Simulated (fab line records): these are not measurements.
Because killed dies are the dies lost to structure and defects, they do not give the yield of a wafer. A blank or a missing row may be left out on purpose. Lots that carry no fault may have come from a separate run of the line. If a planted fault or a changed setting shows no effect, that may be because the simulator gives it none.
Chamber matching	flow n5 finfet	N5_BEOL_M1_STRIP_66 on rie diel-05 has 4 sister chambers
The step strips in CF4. 16 wafers are shown with their chamber, then 8 later ones without.

WAFERS PAIRED WITH THEIR CHAMBERS
wafer	chamber	drypump motor current A (A)	oes product au (a.u.)	throttle valve pct (%)
L074.2	0	6.1	0.85	13.70
L074.3	1	6.3	0.70	13.69
L074.5	1	6.3	0.69	13.69
L077.2	0	6.1	0.84	13.70
L077.5	3	6.1	0.79	13.60
L077.6	2	5.3	0.72	13.49
L078.1	2	5.3	0.72	13.52
L078.2	3	6.1	0.79	13.61
L078.4	0	6.1	0.84	13.70
L083.1	1	6.3	0.69	13.73
L083.2	2	5.3	0.72	13.54
L083.3	0	6.0	0.82	13.73
L084.2	3	6.1	0.78	13.63
L084.5	3	6.1	0.78	13.64
L084.6	2	5.3	0.72	13.55
L088.1	3	6.1	0.77	13.66

SIGNATURES (means of the wafers above)
reading	chamber 0	chamber 1	chamber 2	chamber 3	scatter within a chamber
drypump motor current A	6.075	6.300	5.300	6.100	0.025
oes product au	0.8375	0.6933	0.7200	0.7820	0.00827
throttle valve pct	13.7075	13.7033	13.5250	13.6280	0.0226
Rule: for a wafer and a chamber, the distance is found by dividing, reading by reading, the gap between the wafer's reading and the chamber's mean by the reading's scatter, squaring, summing and taking the root. If the next closest chamber is less than 2 further off than the closest, the wafer can't be placed; otherwise it belongs to the closest. The scatter is the square root of a quotient: the sum, over the shown wafers, of each reading's squared deviation from its chamber's mean, divided by wafers minus chambers.

WAFERS WHOSE CHAMBER IS MISSING
wafer	drypump motor current A (A)	oes product au (a.u.)	throttle valve pct (%)
L088.2	6.1	0.82	13.76
L088.4	6.3	0.68	13.76
L089.2	6.0	0.81	13.77
L089.3	5.3	0.71	13.56
L089.5	6.1	0.77	13.68
L096.1	6.1	0.80	13.79
L096.2	5.3	0.70	13.57
L096.6	6.1	0.76	13.69

CHAMBER TAKEN BY EACH
wafer	from the rows above	in truth
L088.2	0	0
L088.4	1	1
L089.2	0	0
L089.3	2	2
L089.5	3	3
L096.1	can't be placed: 0 or 3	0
L096.2	2	2
L096.6	3	3
7 of 8 placed correctly. Can't be placed from these rows: 1 (the true chamber is among the candidates in 1). Wrongly placed: 0.
